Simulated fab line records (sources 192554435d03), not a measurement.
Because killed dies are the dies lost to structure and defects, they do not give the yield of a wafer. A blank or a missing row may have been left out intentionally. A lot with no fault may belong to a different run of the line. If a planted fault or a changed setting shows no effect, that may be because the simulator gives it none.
fab line records :: flow n5Finfet :: part 2 of 2: steps 27 to 31 of 31
record
  lots=5
  wafers=15
  lastDay=17
route steps=1938 shown BEOL_M10@1527 BEOL_M11@1536
lots with no fault: from the same line, run without faults
startH: the number of hours between the record's first day and the start of the first shown wafer of the lot :: waitH: hours from the lot's prior step to this one :: " unchanged from the row above :: L1.1+2: a single row standing in for several wafers :: - no value, or no start given :: * or withheld: withheld :: < > ~ a bound
route shown NAME@n: a module of which the file shows steps, and the number in the route of the first :: usual: mean and standard deviation over wafers with no fault :: same: alike in all rows :: chamber/n: place in a boat :: sites: readings site by site :: _std_site: standard deviation across them :: _edge_site: mean of outer sites minus mean of inner sites :: radiusMm: how far each site lies from the wafer's centre :: mask NAME#n: copy n :: behind: the tool/chamber that last shaped the wafer :: hold: what put the lot on hold/how long, in hours/how the hold closed :: device: transistor that didn't switch, given as n, p or np :: end of line: at the end of the route, the tests of the same wafers :: a step without rows: its recipe alone :: killed: not the wafer's yield, but the dies lost to structure and defects at the first sort :: map: shows each die of a wafer: x if killed, . if not, _ if none is there
set.NAME: the setting that was run; set.NAME@STEP: the one run at that earlier step :: model.NAME: the simulator's own value behind a step, which no gauge read
certain route steps with their lots: each step a table, each wafer a row
services: a tool's chamber out of use, with start hour (startH, from the record's first day; less than 0 if before it), hours out, and reason
## steps
# step N5_BEOL_M11_ETCH_61
# recipe
  chemistry=CF4
  target=SiARC
  targetDepthA=390
  maskMaterial=CAR-ArF
  timeS=65
  ionEnergyEv=80
  pressureMtorr=40
  sourceW=545
  biasW=36
  Ar_flow_sccm=100
  cf4FlowSccm=100
  ends=cleared
# usual
  chamberPressureMTorr=40.00/0.034
  drypumpMotorCurrentA=5.9/0.32
  etchRfOnTimeS=64.5/2
  oesProductAu=0.67/0.07
  rfVppV=184.1/1.1
  showerheadPlenumPTorr=2.14/0.066
  throttleValvePct=15.62/0.22
lot.wafer: L074.1
tool: rieDiel-05
chamber: 1
startH: 234.06
waitH: 0.0
chamberPressureMTorr: 39.97
drypumpMotorCurrentA: 5.5
etchRfOnTimeS: 61.8
oesProductAu: 0.66
rfHoursCounterH: 158
rfVppV: 182.4
showerheadPlenumPTorr: 2.04
throttleValvePct: 15.78

lot.wafer: L074.3
tool: rieDiel-05
chamber: 3
startH: 234.06
waitH: 0.0
chamberPressureMTorr: 39.98
drypumpMotorCurrentA: 6.1
etchRfOnTimeS: 66.2
oesProductAu: 0.61
rfHoursCounterH: 196
rfVppV: 184.8
showerheadPlenumPTorr: 2.19
throttleValvePct: 15.65

lot.wafer: L074.5
tool: rieDiel-05
chamber: 0
startH: 234.06
waitH: 0.0
chamberPressureMTorr: 39.97
drypumpMotorCurrentA: 5.5
etchRfOnTimeS: 67.3
oesProductAu: 0.61
rfHoursCounterH: -
rfVppV: 183.9
showerheadPlenumPTorr: 2.11
throttleValvePct: 15.79

lot.wafer: L086.1
tool: rieDiel-02
chamber: 1
startH: 299.04
waitH: 0.0
chamberPressureMTorr: 39.96
drypumpMotorCurrentA: 6.6
etchRfOnTimeS: 66.0
oesProductAu: 0.60
rfHoursCounterH: 206
rfVppV: 184.2
showerheadPlenumPTorr: 2.11
throttleValvePct: 15.80

lot.wafer: L086.4
tool: rieDiel-02
chamber: 2
startH: 299.04
waitH: 0.0
chamberPressureMTorr: 39.92
drypumpMotorCurrentA: 6.1
etchRfOnTimeS: 61.3
oesProductAu: 0.78
rfHoursCounterH: 30
rfVppV: 185.5
showerheadPlenumPTorr: 2.28
throttleValvePct: 15.47

lot.wafer: L086.5
tool: rieDiel-02
chamber: 0
startH: 299.04
waitH: 0.0
chamberPressureMTorr: 40.06
drypumpMotorCurrentA: 5.5
etchRfOnTimeS: 65.0
oesProductAu: 0.60
rfHoursCounterH: -
rfVppV: 185.4
showerheadPlenumPTorr: 2.19
throttleValvePct: 15.75

lot.wafer: L093.1
tool: rieDiel-02
chamber: 2
startH: 336.05
waitH: 0.0
chamberPressureMTorr: 40.02
drypumpMotorCurrentA: 6.1
etchRfOnTimeS: 60.7
oesProductAu: 0.77
rfHoursCounterH: 41
rfVppV: 186.1
showerheadPlenumPTorr: 2.27
throttleValvePct: 15.50

lot.wafer: L093.2
tool: rieDiel-02
chamber: 0
startH: 336.05
waitH: 0.0
chamberPressureMTorr: 40.00
drypumpMotorCurrentA: 5.6
etchRfOnTimeS: 65.2
oesProductAu: 0.59
rfHoursCounterH: 230
rfVppV: 184.8
showerheadPlenumPTorr: 2.19
throttleValvePct: 15.79

lot.wafer: L093.3
tool: rieDiel-02
chamber: 3
startH: 336.05
waitH: 0.0
chamberPressureMTorr: 39.99
drypumpMotorCurrentA: 6.1
etchRfOnTimeS: 62.2
oesProductAu: 0.75
rfHoursCounterH: 51
rfVppV: 185.4
showerheadPlenumPTorr: 2.19
throttleValvePct: 15.91

lot.wafer: L095.1
tool: rieDiel-01
chamber: 0
startH: 350.80
waitH: 0.0
chamberPressureMTorr: 39.95
drypumpMotorCurrentA: 6.1
etchRfOnTimeS: 63.4
oesProductAu: 0.72
rfHoursCounterH: 58
rfVppV: 184.0
showerheadPlenumPTorr: 2.16
throttleValvePct: 15.26

lot.wafer: L095.3
tool: rieDiel-01
chamber: 1
startH: 350.80
waitH: 0.0
chamberPressureMTorr: 39.98
drypumpMotorCurrentA: 6.2
etchRfOnTimeS: 64.2
oesProductAu: 0.63
rfHoursCounterH: 180
rfVppV: 183.0
showerheadPlenumPTorr: 2.12
throttleValvePct: 15.49

lot.wafer: L095.4
tool: rieDiel-01
chamber: 2
startH: 350.80
waitH: 0.0
chamberPressureMTorr: 39.99
drypumpMotorCurrentA: 5.5
etchRfOnTimeS: 65.2
oesProductAu: 0.70
rfHoursCounterH: 81
rfVppV: 183.9
showerheadPlenumPTorr: 2.16
throttleValvePct: 15.39

lot.wafer: L096.1
tool: rieDiel-01
chamber: 2
startH: 355.89
waitH: 0.0
chamberPressureMTorr: 40.00
drypumpMotorCurrentA: 5.6
etchRfOnTimeS: 64.6
oesProductAu: 0.70
rfHoursCounterH: 83
rfVppV: 183.5
showerheadPlenumPTorr: 2.16
throttleValvePct: 15.39

lot.wafer: L096.3
tool: rieDiel-01
chamber: 0
startH: 355.89
waitH: 0.0
chamberPressureMTorr: 40.07
drypumpMotorCurrentA: 6.1
etchRfOnTimeS: 62.4
oesProductAu: 0.72
rfHoursCounterH: 60
rfVppV: 185.1
showerheadPlenumPTorr: 2.16
throttleValvePct: 15.28

lot.wafer: L096.6
tool: rieDiel-01
chamber: 1
startH: 355.89
waitH: 0.0
chamberPressureMTorr: 40.09
drypumpMotorCurrentA: 6.2
etchRfOnTimeS: 63.9
oesProductAu: 0.63
rfHoursCounterH: -
rfVppV: 184.7
showerheadPlenumPTorr: 2.11
throttleValvePct: 15.48
# step N5_BEOL_M11_ETCH_62
# recipe
  chemistry=N2/H2
  target=SOC
  targetDepthA=1100
  overetchA=220
  maskMaterial=SiARC
  tempC=40
  timeS=165
  ionEnergyEv=200
  pressureMtorr=30
  sourceW=840
  biasW=150
  n2FlowSccm=200
  h2FlowSccm=200
# usual
  chamberPressureMTorr=30.001/0.029
  drypumpMotorCurrentA=5.9/0.32
  oesProductAu=0.66/0.061
  rfVppV=523.9/2.3
  showerheadPlenumPTorr=2.55/0.084
  throttleValvePct=17.91/0.23
lot.wafer: L074.1
tool: rieDiel-05
chamber: 1
startH: 234.11
waitH: 0.0
chamberPressureMTorr: 29.960
drypumpMotorCurrentA: 5.5
oesProductAu: 0.64
rfHoursCounterH: 158
rfVppV: 522.0
showerheadPlenumPTorr: 2.47
throttleValvePct: 18.32

lot.wafer: L074.3
tool: rieDiel-05
chamber: 3
startH: 234.11
waitH: 0.0
chamberPressureMTorr: 29.978
drypumpMotorCurrentA: 6.1
oesProductAu: 0.62
rfHoursCounterH: 196
rfVppV: 526.0
showerheadPlenumPTorr: 2.62
throttleValvePct: 17.87

lot.wafer: L074.5
tool: rieDiel-05
chamber: 0
startH: 234.11
waitH: 0.0
chamberPressureMTorr: 29.992
drypumpMotorCurrentA: 5.6
oesProductAu: 0.62
rfHoursCounterH: -
rfVppV: 523.8
showerheadPlenumPTorr: 2.53
throttleValvePct: 18.09

lot.wafer: L086.1
tool: rieDiel-02
chamber: 1
startH: 299.09
waitH: 0.0
chamberPressureMTorr: 29.999
drypumpMotorCurrentA: 6.6
oesProductAu: 0.60
rfHoursCounterH: 206
rfVppV: 524.0
showerheadPlenumPTorr: 2.52
throttleValvePct: 18.06

lot.wafer: L086.4
tool: rieDiel-02
chamber: 2
startH: 299.09
waitH: 0.0
chamberPressureMTorr: 30.051
drypumpMotorCurrentA: 6.1
oesProductAu: 0.75
rfHoursCounterH: 30
rfVppV: 527.1
showerheadPlenumPTorr: 2.74
throttleValvePct: 17.97

lot.wafer: L086.5
tool: rieDiel-02
chamber: 0
startH: 299.09
waitH: 0.0
chamberPressureMTorr: 30.014
drypumpMotorCurrentA: 5.6
oesProductAu: 0.59
rfHoursCounterH: -
rfVppV: 526.2
showerheadPlenumPTorr: 2.63
throttleValvePct: 18.05

lot.wafer: L093.1
tool: rieDiel-02
chamber: 2
startH: 336.10
waitH: 0.0
chamberPressureMTorr: 30.050
drypumpMotorCurrentA: 6.1
oesProductAu: 0.73
rfHoursCounterH: 41
rfVppV: 528.7
showerheadPlenumPTorr: 2.73
throttleValvePct: 17.99

lot.wafer: L093.2
tool: rieDiel-02
chamber: 0
startH: 336.10
waitH: 0.0
chamberPressureMTorr: 29.983
drypumpMotorCurrentA: 5.6
oesProductAu: 0.59
rfHoursCounterH: 230
rfVppV: 524.9
showerheadPlenumPTorr: 2.63
throttleValvePct: 18.08

lot.wafer: L093.3
tool: rieDiel-02
chamber: 3
startH: 336.10
waitH: 0.0
chamberPressureMTorr: 29.993
drypumpMotorCurrentA: 6.1
oesProductAu: 0.74
rfHoursCounterH: 51
rfVppV: 524.1
showerheadPlenumPTorr: 2.56
throttleValvePct: 17.82

lot.wafer: L095.1
tool: rieDiel-01
chamber: 0
startH: 350.85
waitH: 0.0
chamberPressureMTorr: 29.971
drypumpMotorCurrentA: 6.1
oesProductAu: 0.70
rfHoursCounterH: 58
rfVppV: 523.8
showerheadPlenumPTorr: 2.59
throttleValvePct: 17.62

lot.wafer: L095.3
tool: rieDiel-01
chamber: 1
startH: 350.85
waitH: 0.0
chamberPressureMTorr: 30.028
drypumpMotorCurrentA: 6.2
oesProductAu: 0.62
rfHoursCounterH: 180
rfVppV: 523.2
showerheadPlenumPTorr: 2.53
throttleValvePct: 17.72

lot.wafer: L095.4
tool: rieDiel-01
chamber: 2
startH: 350.85
waitH: 0.0
chamberPressureMTorr: 29.994
drypumpMotorCurrentA: 5.6
oesProductAu: 0.70
rfHoursCounterH: 81
rfVppV: 523.9
showerheadPlenumPTorr: 2.57
throttleValvePct: 17.66

lot.wafer: L096.1
tool: rieDiel-01
chamber: 2
startH: 355.94
waitH: 0.0
chamberPressureMTorr: 29.998
drypumpMotorCurrentA: 5.6
oesProductAu: 0.70
rfHoursCounterH: 83
rfVppV: 524.7
showerheadPlenumPTorr: 2.57
throttleValvePct: 17.68

lot.wafer: L096.3
tool: rieDiel-01
chamber: 0
startH: 355.94
waitH: 0.0
chamberPressureMTorr: 29.967
drypumpMotorCurrentA: 6.1
oesProductAu: 0.71
rfHoursCounterH: 60
rfVppV: 523.7
showerheadPlenumPTorr: 2.59
throttleValvePct: 17.63

lot.wafer: L096.6
tool: rieDiel-01
chamber: 1
startH: 355.94
waitH: 0.0
chamberPressureMTorr: 30.017
drypumpMotorCurrentA: 6.2
oesProductAu: 0.62
rfHoursCounterH: -
rfVppV: 524.3
showerheadPlenumPTorr: 2.53
throttleValvePct: 17.73
# step N5_BEOL_M11_STRIP_68
# recipe
  chemistry=N2/H2
  tempC=40
  n2FlowSccm=200
  h2FlowSccm=200
  rfFrequencyHz=6e+07
lot.wafer: L074.1+3+5
tool: rieDiel-05
chamber: 1,3,0
startH: 234.25
waitH: 0.1

lot.wafer: L086.1+4+5
tool: rieDiel-02
chamber: 1,2,0
startH: 299.23
waitH: 0.1

lot.wafer: L093.1+2+3
tool: rieDiel-02
chamber: 2,0,3
startH: 336.24
waitH: 0.1

lot.wafer: L095.1+3+4
tool: rieDiel-01
chamber: 0,1,2
startH: 350.98
waitH: 0.1

lot.wafer: L096.1+3+6
tool: rieDiel-01
chamber: 2,0,1
startH: 356.07
waitH: 0.1
# step N5_BEOL_M11_STRIP_67
# recipe
  chemistry=CF4
  resist=SiARC
  powerW=300
  biasPowerW=75
  pressureMtorr=50
  cf4FlowSccm=150
  rfFrequencyHz=6e+07
# usual
  chamberPressureMTorr=50.00/0.05
  drypumpMotorCurrentA=5.9/0.32
  oesProductAu=0.78/0.072
  rfVppV=270.9/1.5
  showerheadPlenumPTorr=1.79/0.058
  throttleValvePct=13.61/0.24
lot.wafer: L074.1
tool: rieDiel-05
chamber: 1
startH: 234.26
waitH: 0.0
chamberPressureMTorr: 49.97
drypumpMotorCurrentA: 5.5
oesProductAu: 0.76
rfHoursCounterH: 158
rfVppV: 270.2
showerheadPlenumPTorr: 1.72
throttleValvePct: 13.80

lot.wafer: L074.3
tool: rieDiel-05
chamber: 3
startH: 234.26
waitH: 0.0
chamberPressureMTorr: 50.08
drypumpMotorCurrentA: 6.1
oesProductAu: 0.73
rfHoursCounterH: 196
rfVppV: 271.6
showerheadPlenumPTorr: 1.84
throttleValvePct: 13.68

lot.wafer: L074.5
tool: rieDiel-05
chamber: 0
startH: 234.26
waitH: 0.0
chamberPressureMTorr: 49.97
drypumpMotorCurrentA: 5.5
oesProductAu: 0.73
rfHoursCounterH: -
rfVppV: 270.6
showerheadPlenumPTorr: 1.77
throttleValvePct: 13.82

lot.wafer: L086.1
tool: rieDiel-02
chamber: 1
startH: 299.24
waitH: 0.0
chamberPressureMTorr: 49.99
drypumpMotorCurrentA: 6.6
oesProductAu: 0.72
rfHoursCounterH: 206
rfVppV: 271.6
showerheadPlenumPTorr: 1.76
throttleValvePct: 13.78

lot.wafer: L086.4
tool: rieDiel-02
chamber: 2
startH: 299.24
waitH: 0.0
chamberPressureMTorr: 50.01
drypumpMotorCurrentA: 6.1
oesProductAu: 0.88
rfHoursCounterH: 30
rfVppV: 272.3
showerheadPlenumPTorr: 1.93
throttleValvePct: 13.50

lot.wafer: L086.5
tool: rieDiel-02
chamber: 0
startH: 299.24
waitH: 0.0
chamberPressureMTorr: 50.04
drypumpMotorCurrentA: 5.6
oesProductAu: 0.70
rfHoursCounterH: -
rfVppV: 272.9
showerheadPlenumPTorr: 1.84
throttleValvePct: 13.81

lot.wafer: L093.1
tool: rieDiel-02
chamber: 2
startH: 336.25
waitH: 0.0
chamberPressureMTorr: 50.11
drypumpMotorCurrentA: 6.1
oesProductAu: 0.87
rfHoursCounterH: 41
rfVppV: 273.9
showerheadPlenumPTorr: 1.93
throttleValvePct: 13.52

lot.wafer: L093.2
tool: rieDiel-02
chamber: 0
startH: 336.25
waitH: 0.0
chamberPressureMTorr: 49.92
drypumpMotorCurrentA: 5.6
oesProductAu: 0.70
rfHoursCounterH: 230
rfVppV: 271.6
showerheadPlenumPTorr: 1.84
throttleValvePct: 13.83

lot.wafer: L093.3
tool: rieDiel-02
chamber: 3
startH: 336.25
waitH: 0.0
chamberPressureMTorr: 49.96
drypumpMotorCurrentA: 6.1
oesProductAu: 0.87
rfHoursCounterH: 51
rfVppV: 270.3
showerheadPlenumPTorr: 1.84
throttleValvePct: 13.82

lot.wafer: L095.1
tool: rieDiel-01
chamber: 0
startH: 350.99
waitH: 0.0
chamberPressureMTorr: 49.99
drypumpMotorCurrentA: 6.1
oesProductAu: 0.83
rfHoursCounterH: 59
rfVppV: 271.0
showerheadPlenumPTorr: 1.81
throttleValvePct: 13.20

lot.wafer: L095.3
tool: rieDiel-01
chamber: 1
startH: 350.99
waitH: 0.0
chamberPressureMTorr: 50.04
drypumpMotorCurrentA: 6.2
oesProductAu: 0.73
rfHoursCounterH: 180
rfVppV: 270.8
showerheadPlenumPTorr: 1.76
throttleValvePct: 13.48

lot.wafer: L095.4
tool: rieDiel-01
chamber: 2
startH: 350.99
waitH: 0.0
chamberPressureMTorr: 49.96
drypumpMotorCurrentA: 5.6
oesProductAu: 0.82
rfHoursCounterH: 81
rfVppV: 270.7
showerheadPlenumPTorr: 1.80
throttleValvePct: 13.33

lot.wafer: L096.1
tool: rieDiel-01
chamber: 2
startH: 356.08
waitH: 0.0
chamberPressureMTorr: 49.95
drypumpMotorCurrentA: 5.6
oesProductAu: 0.83
rfHoursCounterH: 83
rfVppV: 272.5
showerheadPlenumPTorr: 1.80
throttleValvePct: 13.34

lot.wafer: L096.3
tool: rieDiel-01
chamber: 0
startH: 356.08
waitH: 0.0
chamberPressureMTorr: 49.99
drypumpMotorCurrentA: 6.1
oesProductAu: 0.83
rfHoursCounterH: 60
rfVppV: 268.6
showerheadPlenumPTorr: 1.81
throttleValvePct: 13.20

lot.wafer: L096.6
tool: rieDiel-01
chamber: 1
startH: 356.08
waitH: 0.0
chamberPressureMTorr: 50.02
drypumpMotorCurrentA: 6.2
oesProductAu: 0.73
rfHoursCounterH: -
rfVppV: 272.7
showerheadPlenumPTorr: 1.76
throttleValvePct: 13.48
# step N5_BEOL_M11_HM_OPEN_17
# recipe
  chemistry=Cl2/BCl3
  targetDepthA=200
  overetchA=60
  target=TiN
  maskMaterial=SOC
  ionEnergyEv=150
  pressureMtorr=10
  icpW=1000
  biasW=126
  Cl2_flow_sccm=53.25
  bcl3FlowSccm=21.75
  Ar_flow_sccm=25
# usual
  chamberPressureMTorr=10.000/0.0087
  drypumpMotorCurrentA=5.7/0.46
  oesProductAu=0.69/0.096
  throttleValvePct=22.2/0.33
lot.wafer: L074.1
tool: rieMetal-02
chamber: 1
startH: 234.36
waitH: 0.1
chamberPressureMTorr: 10.006
drypumpMotorCurrentA: 5.7
oesProductAu: 0.53
rfHoursCounterH: 120
throttleValvePct: 22.3

lot.wafer: L074.3
tool: rieMetal-02
chamber: 1
startH: 234.36
waitH: 0.1
chamberPressureMTorr: 9.996
drypumpMotorCurrentA: 5.7
oesProductAu: 0.53
rfHoursCounterH: -
throttleValvePct: 22.3

lot.wafer: L074.5
tool: rieMetal-02
chamber: 0
startH: 234.36
waitH: 0.1
chamberPressureMTorr: 10.004
drypumpMotorCurrentA: 5.9
oesProductAu: 0.54
rfHoursCounterH: -
throttleValvePct: 22.4

lot.wafer: L086.1
tool: rieMetal-02
chamber: 0
startH: 299.28
waitH: 0.0
chamberPressureMTorr: 9.997
drypumpMotorCurrentA: 5.9
oesProductAu: 0.54
rfHoursCounterH: 118
throttleValvePct: 22.4

lot.wafer: L086.4
tool: rieMetal-02
chamber: 1
startH: 299.28
waitH: 0.0
chamberPressureMTorr: 10.004
drypumpMotorCurrentA: 5.7
oesProductAu: 0.83
rfHoursCounterH: -
throttleValvePct: 22.0

lot.wafer: L086.5
tool: rieMetal-02
chamber: 0
startH: 299.28
waitH: 0.0
chamberPressureMTorr: 10.004
drypumpMotorCurrentA: 5.9
oesProductAu: 0.53
rfHoursCounterH: -
throttleValvePct: 22.5

lot.wafer: L093.1
tool: rieMetal-02
chamber: 0
startH: 336.29
waitH: 0.0
chamberPressureMTorr: 10.004
drypumpMotorCurrentA: 5.9
oesProductAu: 0.84
rfHoursCounterH: 2
throttleValvePct: 21.8

lot.wafer: L093.2
tool: rieMetal-02
chamber: 0
startH: 336.29
waitH: 0.0
chamberPressureMTorr: 9.992
drypumpMotorCurrentA: 5.9
oesProductAu: 0.82
rfHoursCounterH: -
throttleValvePct: 21.8

lot.wafer: L093.3
tool: rieMetal-02
chamber: 0
startH: 336.29
waitH: 0.0
chamberPressureMTorr: 9.998
drypumpMotorCurrentA: 5.9
oesProductAu: 0.82
rfHoursCounterH: -
throttleValvePct: 21.8

lot.wafer: L095.1
tool: rieMetal-03
chamber: 1
startH: 351.04
waitH: 0.0
chamberPressureMTorr: 9.991
drypumpMotorCurrentA: 5.3
oesProductAu: 0.68
rfHoursCounterH: 34
throttleValvePct: 21.8

lot.wafer: L095.3
tool: rieMetal-03
chamber: 0
startH: 351.04
waitH: 0.0
chamberPressureMTorr: 9.987
drypumpMotorCurrentA: 6.3
oesProductAu: 0.64
rfHoursCounterH: -
throttleValvePct: 22.5

lot.wafer: L095.4
tool: rieMetal-03
chamber: 1
startH: 351.04
waitH: 0.0
chamberPressureMTorr: 10.002
drypumpMotorCurrentA: 5.3
oesProductAu: 0.66
rfHoursCounterH: -
throttleValvePct: 21.8

lot.wafer: L096.1
tool: rieMetal-03
chamber: 1
startH: 356.12
waitH: 0.0
chamberPressureMTorr: 10.007
drypumpMotorCurrentA: 5.3
oesProductAu: 0.67
rfHoursCounterH: 34
throttleValvePct: 21.8

lot.wafer: L096.3
tool: rieMetal-03
chamber: 1
startH: 356.12
waitH: 0.0
chamberPressureMTorr: 10.009
drypumpMotorCurrentA: 5.3
oesProductAu: 0.67
rfHoursCounterH: -
throttleValvePct: 21.7

lot.wafer: L096.6
tool: rieMetal-03
chamber: 0
startH: 356.12
waitH: 0.0
chamberPressureMTorr: 10.018
drypumpMotorCurrentA: 6.3
oesProductAu: 0.64
rfHoursCounterH: -
throttleValvePct: 22.4
## services
tool: pecvd-03
chamber: -
startH: 206.11
hours: 2.8
kind: pm

tool: arfiScanner-03
chamber: -
startH: 208.42
hours: 0.3
kind: repair

tool: pecvd-02
chamber: 0
startH: 208.82
hours: 4.3
kind: repair

tool: pecvd-01
chamber: -
startH: 214.00
hours: 0.6
kind: repair

tool: arfiScanner-03
chamber: -
startH: 225.07
hours: 1.3
kind: pm

tool: rieDiel-02
chamber: 1
startH: 230.86
hours: 7.7
kind: repair

tool: rieDiel-02
chamber: 2
startH: 237.49
hours: 1.5
kind: repair

tool: pecvd-03
chamber: -
startH: 246.54
hours: 6.0
kind: pm

tool: arfiScanner-03
chamber: -
startH: 252.10
hours: 0.8
kind: pm

tool: pecvd-04
chamber: -
startH: 253.34
hours: 2.8
kind: pm

tool: arfiScanner-03
chamber: -
startH: 256.33
hours: 3.1
kind: pm

tool: pecvd-01
chamber: 0
startH: 264.28
hours: 6.5
kind: repair

tool: ecdCu-02
chamber: -
startH: 266.71
hours: 2.0
kind: repair

tool: rieDiel-01
chamber: -
startH: 271.14
hours: 0.8
kind: repair

tool: pecvd-04
chamber: -
startH: 286.11
hours: 7.2
kind: repair

tool: rieDiel-05
chamber: 2
startH: 301.90
hours: 1.7
kind: repair

tool: pecvd-03
chamber: 1
startH: 303.83
hours: 6.1
kind: repair

tool: pecvd-02
chamber: 2
startH: 311.80
hours: 1.7
kind: repair

tool: rieMetal-02
chamber: 1
startH: 319.00
hours: 20.6
kind: repair

tool: arfiScanner-03
chamber: -
startH: 319.55
hours: 2.2
kind: repair

tool: arfiScanner-03
chamber: -
startH: 332.41
hours: 1.0
kind: pm

tool: rieDiel-05
chamber: 3
startH: 343.35
hours: 14.3
kind: repair

tool: rieDiel-01
chamber: 3
startH: 345.53
hours: 1.9
kind: repair

tool: rieDiel-02
chamber: -
startH: 350.58
hours: 7.0
kind: repair
